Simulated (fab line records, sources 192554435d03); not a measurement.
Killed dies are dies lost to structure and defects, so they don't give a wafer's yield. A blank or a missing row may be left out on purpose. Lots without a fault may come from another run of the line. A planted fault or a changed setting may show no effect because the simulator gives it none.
Chamber matching | flow n5_finfet | N5_SPACER0_ALD_00 on ald_sin-02: 4 sister chambers
The step deposits SiOCN, target thk 3.5 nm, pulse time 3 s, purge time 2 s. 4 wafers are shown with their chamber, then 8 later ones without.

WAFERS WITH THEIR CHAMBER
wafer  | chamber | heater_power_w (W)
L079.4 | 2       | 842
L082.5 | 3       | 806
L082.6 | 0       | 764
L085.2 | 1       | 827

WAFERS WITHOUT THEIR CHAMBER
wafer  | heater_power_w (W)
L085.3 | 815
L085.5 | 830
L091.3 | 815
L091.5 | 803
L091.6 | 770
L094.1 | 824
L094.5 | 793
L094.6 | 797

WHICH CHAMBER EACH WENT THROUGH
wafer  | from the rows above          | in truth
L085.3 | can't be placed: 3 or 1      | 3
L085.5 | can't be placed: 1 or 2      | 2
L091.3 | can't be placed: 3 or 1      | 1
L091.5 | 3                            | 3
L091.6 | 0                            | 0
L094.1 | can't be placed: 1 or 2 or 3 | 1
L094.5 | 3                            | 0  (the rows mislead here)
L094.6 | 3                            | 3
Placed correctly: 3 of 8. Can't be placed from these rows: 4 (the true chamber is among the candidates in 4). Placed wrongly: 1.
How it was worked out, from the rows above alone: a wafer's distance from a chamber is the root of the sum, over the readings, of the square of ((its reading less the chamber's mean) divided by the reading's scatter). The wafer belongs to the nearest chamber; if the next one is less than 2 further off, it can't be placed. A chamber's mean is the mean of its shown wafers. The scatter: with one shown wafer a chamber, the root of the mean of the squares of how far each hidden wafer lies from its nearest shown one.
